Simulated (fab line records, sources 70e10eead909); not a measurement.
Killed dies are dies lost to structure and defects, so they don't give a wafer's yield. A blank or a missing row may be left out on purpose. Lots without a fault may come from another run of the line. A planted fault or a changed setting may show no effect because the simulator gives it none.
Which tool did it? | flow nand_harc | 6 lots, 18 wafers sampled, at 5 steps of a route of 1302

WHAT THE GAUGES READ, wafer by wafer
NHARC_END_SORT_01.
lot  | measured     | on        | killed_at_array
L990 | day 29 09:18 | prober-02 | 48 50 59

WHICH TOOL RAN EACH LOT (tool, then ch and the chambers of the sampled wafers, then the start)
lot  | NHARC_P_GATE_DESCUM_61             | NHARC_P_GATE_STRIP_95                | NHARC_P_GATE_SPUTTER_78      | NHARC_P_GATE_RTA_82
L980 | rie_diel-01 ch 0,1,3, day 6 08:09  | plasma_asher-02 ch 0,1, day 6 10:58  | pvd_sputter-03, day 6 11:58  | rtp_anneal-01 ch 0, day 6 12:47
L982 | rie_diel-06 ch 2,3, day 7 07:13    | plasma_asher-02 ch 0,1, day 7 10:04  | pvd_sputter-02, day 7 11:01  | rtp_anneal-02 ch 0, day 7 11:45
L984 | rie_diel-06 ch 2,3, day 8 04:25    | plasma_asher-01 ch 0,1, day 8 07:06  | pvd_sputter-02, day 8 08:04  | rtp_anneal-02 ch 0, day 8 08:46
L990 | rie_diel-01 ch 0,2,3, day 10 17:47 | plasma_asher-02 ch 0,1, day 10 20:32 | pvd_sputter-01, day 10 21:30 | rtp_anneal-02 ch 0, day 10 22:26
L998 | rie_diel-10 ch 0,1,2, day 14 02:23 | plasma_asher-02 ch 0,1, day 14 05:04 | pvd_sputter-01, day 14 06:01 | rtp_anneal-01 ch 0, day 14 06:46
L100 | rie_diel-10 ch 2,3, day 15 00:40   | plasma_asher-01 ch 0,1, day 15 03:23 | pvd_sputter-03, day 15 04:24 | rtp_anneal-01 ch 0, day 15 05:06
- NHARC_P_GATE_DESCUM_61: chemistry O2, time 3 s.
- NHARC_P_GATE_STRIP_95: strips in O2.
- NHARC_P_GATE_SPUTTER_78: material Ni, target thk 10 nm.
- NHARC_P_GATE_RTA_82: time 30 s.

THE ANSWER, worked out from the rows above alone
Rule: what is usual is taken from the lots themselves. Put in order of their means at a reading, lots are off if they are a third of the lots or fewer, leave a main group of 4 or more, and stand apart from it by a gap of 3 or more times the standard deviation of the main group's means; of several such gaps the widest counts. A main group whose means are all the same, to the digits that the tables above print for the reading, isn't used. A lot without any number at a reading at which 4 lots or more have one is off too. The other lots that the step has rows for count as sound.
No lot is off at any reading shown: from this, nothing can be told.

WHAT THE SIMULATOR HAD PUT IN
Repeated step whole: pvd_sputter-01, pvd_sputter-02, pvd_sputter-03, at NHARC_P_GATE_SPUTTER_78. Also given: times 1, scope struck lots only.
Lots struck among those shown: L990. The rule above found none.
